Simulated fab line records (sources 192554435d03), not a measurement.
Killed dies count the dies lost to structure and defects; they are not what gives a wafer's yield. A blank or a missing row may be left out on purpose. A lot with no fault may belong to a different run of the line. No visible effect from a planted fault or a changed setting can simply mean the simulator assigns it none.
Which tool is to blame? + flow n5_finfet + 11 lots, 32 wafers sampled, at 2 steps of a route of 1938

WHAT THE GAUGES SHOWED, per wafer
N5_MOL_CONTACT_COAG_OVL_MEAS_85.
| lot  | measured     | on         | VG_OVL (nm)    |
|------|--------------|------------|----------------|
| L120 | day 5 11:55  | overlay-01 | -1.1 -0.7      |
| L121 | day 5 14:26  | overlay-02 | -0.6 -0.2 -0.7 |
| L122 | day 5 19:26  | overlay-02 | -0.6 -1.3 -1.4 |
| L123 | day 5 19:52  | overlay-02 | 0.2 -0.1 -0.1  |
| L130 | day 7 15:20  | overlay-02 | 0.8 0.3 0.0    |
| L132 | day 8 02:14  | overlay-02 | -0.3 1.0 -0.4  |
| L133 | day 8 07:28  | overlay-01 | -0.5 -0.7 -2.6 |
| L137 | day 9 08:47  | overlay-01 | -1.2 -0.7 -2.2 |
| L141 | day 10 06:40 | overlay-01 | -0.7 0.3 1.0   |
| L142 | day 10 13:15 | overlay-01 | 0.5 1.0 -0.3   |
| L143 | day 10 19:32 | overlay-02 | 0.5 0.2 0.8    |

WHICH TOOL RAN EACH LOT (tool, then ch and the chambers of the sampled wafers, then the start)
| lot  | N5_MOL_CONTACT_COAG_SPUTTER_130 |
|------|---------------------------------|
| L120 | pvd_sputter-03, day 5 07:37     |
| L121 | pvd_sputter-03, day 5 10:32     |
| L122 | pvd_sputter-01, day 5 15:20     |
| L123 | pvd_sputter-01, day 5 15:41     |
| L130 | pvd_sputter-01, day 7 11:25     |
| L132 | pvd_sputter-01, day 7 21:36     |
| L133 | pvd_sputter-02, day 8 03:34     |
| L137 | pvd_sputter-03, day 9 05:00     |
| L141 | pvd_sputter-01, day 10 02:46    |
| L142 | pvd_sputter-02, day 10 09:28    |
| L143 | pvd_sputter-02, day 10 15:44    |
- N5_MOL_CONTACT_COAG_SPUTTER_130: material Co, target thk 47.5 nm.

AS READ BY THE TOOLS THEMSELVES (means over the sampled wafers that have a number; for cases with no such wafer, the mark the record gives instead)
N5_MOL_CONTACT_COAG_SPUTTER_130.
| lot  | tool           | chamber_pressure_pa (Pa) | throttle_valve_pct (%) |
|------|----------------|--------------------------|------------------------|
| L120 | pvd_sputter-03 | 0.4997                   | 30.1                   |
| L121 | pvd_sputter-03 | 0.5002                   | 29.8                   |
| L122 | pvd_sputter-01 | 0.5012                   | 29.7                   |
| L123 | pvd_sputter-01 | 0.4991                   | 30.6                   |
| L130 | pvd_sputter-01 | 0.4992                   | 31.3                   |
| L132 | pvd_sputter-01 | 0.4996                   | 30.5                   |
| L133 | pvd_sputter-02 | 0.4991                   | 28.3                   |
| L137 | pvd_sputter-03 | 0.4994                   | 30.5                   |
| L141 | pvd_sputter-01 | 0.5005                   | 29.7                   |
| L142 | pvd_sputter-02 | 0.4998                   | 31.1                   |
| L143 | pvd_sputter-02 | 0.5000                   | 28.4                   |

THE ANSWER, worked out from the rows above alone
Rule: the lots themselves supply what counts as usual. Put in order of their means at a reading, lots are off if they are a third of the lots or fewer, leave a main group of 4 or more, and stand apart from it by a gap of 3 or more times the standard deviation of the main group's means; of several such gaps the widest counts. Not used: any main group whose means are identical at the precision the tables above print for the reading. A lot without any number at a reading at which 4 lots or more have one is off too. Where the step has rows for the other lots, those lots are counted as sound. Order of review: gauges by route order, followed by the tools' own readings, for which a lot's mean as printed above is used. The first step at which some lot is off is used, and at that step the reading that is off furthest; a lot without a number counts as furthest.
None of the lots is off at any reading shown; this tells nothing.

WHAT THE SIMULATOR HAD INSERTED
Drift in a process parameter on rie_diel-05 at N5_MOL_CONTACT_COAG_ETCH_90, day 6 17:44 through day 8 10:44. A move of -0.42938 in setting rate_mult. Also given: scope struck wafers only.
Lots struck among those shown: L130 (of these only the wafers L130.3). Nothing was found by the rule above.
